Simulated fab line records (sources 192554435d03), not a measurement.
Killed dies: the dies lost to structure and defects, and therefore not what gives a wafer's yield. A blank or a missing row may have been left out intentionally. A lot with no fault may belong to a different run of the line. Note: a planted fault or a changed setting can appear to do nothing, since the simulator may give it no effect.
Lot-split experiment -- flow n5Finfet -- 21 wafers read from 7 lots, route of 1938 steps

== ABOUT THE SPLIT ==
At N5_DUMMY_GATE_COAT_28 (time 60 s, resist thk 10 nm), the setting spinRpm was moved away from the recipe's 1500 rpm on 8 of the 21 wafers read, by -9.1% to +6.1%. For the rest of the wafers, this setting stayed at what the recipe calls for.

The reading comes from the split's own step.

== THE READING ==
underlayer_of_DUMMY_GATE_COAT_28.thkNm (the simulator's own value, which no gauge read), in nm, at N5_DUMMY_GATE_COAT_28 (time 60 s, resist thk 10 nm). No usual value for it is given in the file.

wafer,"tool, chamber at the split","spinRpm as run, rpm",against the recipe,"underlayer_of_DUMMY_GATE_COAT_28.thkNm, nm",against lot-mates on the recipe
L079.2,"lithoTrack-01, 0",1500,recipe,10,-
L079.3,"lithoTrack-01, 0",1500,recipe,10,-
L079.4,"lithoTrack-01, 0",1500,recipe,10,-
L084.2,"lithoTrack-02, 0",1364,-9.1%,10.6,+0.6
L084.3,"lithoTrack-02, 0",1500,recipe,10,-
L084.5,"lithoTrack-02, 0",1500,recipe,10,-
L089.3,"lithoTrack-02, 0",1452,-3.2%,10.2,+0.2
L089.6,"lithoTrack-02, 0",1452,-3.2%,10.2,+0.2
L089.5,"lithoTrack-02, 0",1500,recipe,10,-
L093.1,"lithoTrack-01, 0",1500,recipe,10,-
L093.4,"lithoTrack-01, 0",1592,+6.1%,9.8,-0.2
L093.6,"lithoTrack-01, 0",1592,+6.1%,9.6,-0.4
L092.1,"lithoTrack-01, 0",1500,recipe,10,-
L092.2,"lithoTrack-01, 0",1500,recipe,10,-
L092.5,"lithoTrack-01, 0",1544,+2.9%,9.8,-0.2
L096.2,"lithoTrack-01, 0",1395,-7.0%,10.4,+0.4
L096.3,"lithoTrack-01, 0",1395,-7.0%,10.4,+0.4
L096.5,"lithoTrack-01, 0",1500,recipe,10,-
L097.1,"lithoTrack-01, 0",1500,recipe,10,-
L097.4,"lithoTrack-01, 0",1500,recipe,10,-
L097.6,"lithoTrack-01, 0",1500,recipe,10,-

THE FIT
A straight line over all 21 wafers: underlayer_of_DUMMY_GATE_COAT_28.thkNm changes by -0.0579 nm for each +1% of spinRpm; r = -0.98; the points scatter about the line by 0.041 nm.
The same after taking each lot's own level away (the mean of its wafers on the recipe; 21 wafers): -0.0579 nm for each +1%; r = -0.98; scatter 0.041 nm.
Per that fit: largest spinRpm move, reading shift of 0.52 nm.
The lots' own levels span 10.00 to 10.00 nm.
The two slopes are in agreement: the lot-to-lot level therefore moves the slope only a little.
Check: for one of the wafers moved furthest among these (-9.1%), held out of the fit, the line's prediction against its lot-mates is +0.504 nm. It came out at +0.6 nm against them.

== ADDITIONAL SPLITS CARRIED BY THESE WAFERS ==
Note: prior to the reading, these wafers also went through further splits. Each is held against what the fit with the lots' levels taken away leaves over:
other split on the same wafers,wafers away from the commonest value,r with underlayer_of_DUMMY_GATE_COAT_28.thkNm (lot level and that fit taken away)
N5_WELL_APT_EXPOSE_05 doseMj,10,+0.07
N5_FIN_CUT_CUT_ETCH_26 sourceW,7,+0.17
N5_DUMMY_GATE_COAT_34 spinRpm,7,-0.07

== THE FILE'S OWN FIT ==
underlayer_of_DUMMY_GATE_COAT_28.thkNm changes by -0.0602 nm for each +1% of spinRpm, r = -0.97.
